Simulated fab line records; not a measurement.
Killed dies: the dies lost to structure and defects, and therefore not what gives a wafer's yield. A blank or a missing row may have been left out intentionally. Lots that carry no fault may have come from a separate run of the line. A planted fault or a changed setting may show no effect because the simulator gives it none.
A single fault, viewed from 3 desks ; flow n5Finfet ; numbers are kept per desk, each desk with only its own; the story behind them comes last

THE DEFECT DESK
Per lot, the means of the sampled wafers with a number show what the inspections along the route counted. Marked OUT: a lot whose mean sits more than 4 standard deviations from the usual mean, which makes it out of limits; the brackets give that distance.
Columns: A = rawDefectCount at N5_HKMG_FIN_INSPECT_14, usual 2.1
lot;first seen here;A
L982;day 4 06:11;2.7
L983;day 4 09:01;1.3
L984;day 4 14:01;3.3
L987;day 5 12:16;2.3
L988;day 5 17:25;3.0
L989;day 6 00:55;3.5
L993;day 6 22:16;0.5
L101;day 8 21:14;0.7
L104;day 9 16:49;2.0
L105;day 9 20:35;2.7
This desk's verdict: no lot among the 10 shows anything out of limits.

THE TOOL OWNER'S DESK: aldMetal-03
The tool's own readings at N5_HKMG_FIN_ALD_91 (deposits TiN, target thk 1 nm, pulse time 1 s, purge time 3 s): means of the sampled wafers that have a number, for each lot that ran on this tool. Marked OUT: a lot whose mean sits more than 4 standard deviations from the usual mean, which makes it out of limits; the brackets give that distance.
Columns: A = heaterPowerW at N5_HKMG_FIN_ALD_91, usual 884 W; B = precursorPulseHeightRel at N5_HKMG_FIN_ALD_91, usual 1.002
lot;first seen here;A;B
L984;day 4 15:02;906;1.003
L987;day 5 13:17;884;1.001
L988;day 5 18:26;789;1.014
L989;day 6 02:04;891;0.980
L993;day 6 23:17;782;1.022
This desk's verdict: no lot among the 5 shows anything out of limits.

METROLOGY DESK
What the gauges read, lot by lot, whatever tool the lot ran on: means of the sampled wafers that have a number. Marked OUT: a lot whose mean sits more than 4 standard deviations from the usual mean, which makes it out of limits; the brackets give that distance. Shown are 7 of the 15 readings it has, namely the first that went out of limits plus those furthest out on some lot.
Columns: A = IOFF_N_LIN at N5_BEOL_M4_RC_MEAS_101, usual 0.075 nA/um; B = IOFF_N_LONG at N5_BEOL_M4_RC_MEAS_101, usual 5.5e-05 nA/um; C = ION_N at N5_BEOL_M4_RC_MEAS_101, usual 675 uA/um; D = VT_N at N5_BEOL_M4_RC_MEAS_101, usual 249.7 mV; E = VT_N_LONG at N5_BEOL_M4_RC_MEAS_101, usual 275.1 mV; F = VT_N_LVT at N5_BEOL_M4_RC_MEAS_101, usual 98.2 mV; G = VT_P at N5_BEOL_M4_RC_MEAS_101, usual -250 mV
lot;first seen here;A;B;C;D;E;F;G
L982;day 7 20:59;0.072;5.6e-05;667;249.5;276.5;99.1;-249
L983;day 8 03:10;0.071;5.1e-05;668;253.4;275.4;101.8;-249
L984;day 8 15:29;0.074;5.5e-05;672;249.9;274.6;98.6;-252
L987;day 9 09:45;0.073;5.3e-05;676;251.1;275.1;97.4;-254
L988;day 9 16:14;0.059;5.2e-05;667;254.6;276.8;99.8;-250
L989;day 9 21:38;0.060;4.8e-05;660;256.1;281.8;103.4;-250
L993;day 10 15:59;0.050;4.4e-05 (-4.1) OUT;652;261.2 (+4.4) OUT;283.2;110.9 (+4.7) OUT;-242
L101;day 12 21:46;0.088;5.7e-05;686;247.6;273.2;93.6;-250
L104;day 13 22:22;0.070;5.5e-05;677;250.7;274.7;99.9;-249
L105;day 14 04:43;0.070;5.1e-05;664;251.9;276.5;102.4;-250
Per this desk, out of limits: L993; the first was L993, day 10 15:59 (IOFF_N_LONG at N5_BEOL_M4_RC_MEAS_101). Within limits: L982, L983, L984, L987, L988, L989, L101, L104, L105.

BROUGHT TOGETHER
The metrology desk could have raised an alarm at day 10 15:59, on L993.
No out-of-limits result turned up at the defect desk.
The desk of the tool owner found nothing out of limits.
The defect desk has L993 on record, within its limits.
On record at the tool owner's desk: L993, within its limits.
All the named lots went through N5_HKMG_FIN_ALD_91 on aldMetal-03.

WHAT WAS PUT IN BY THE SIMULATOR
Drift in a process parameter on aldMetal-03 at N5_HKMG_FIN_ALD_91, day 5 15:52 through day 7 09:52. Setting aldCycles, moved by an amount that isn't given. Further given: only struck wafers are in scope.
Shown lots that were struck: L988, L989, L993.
Hours from the fault's start to each desk's first reading out of limits: the metrology desk, 120.
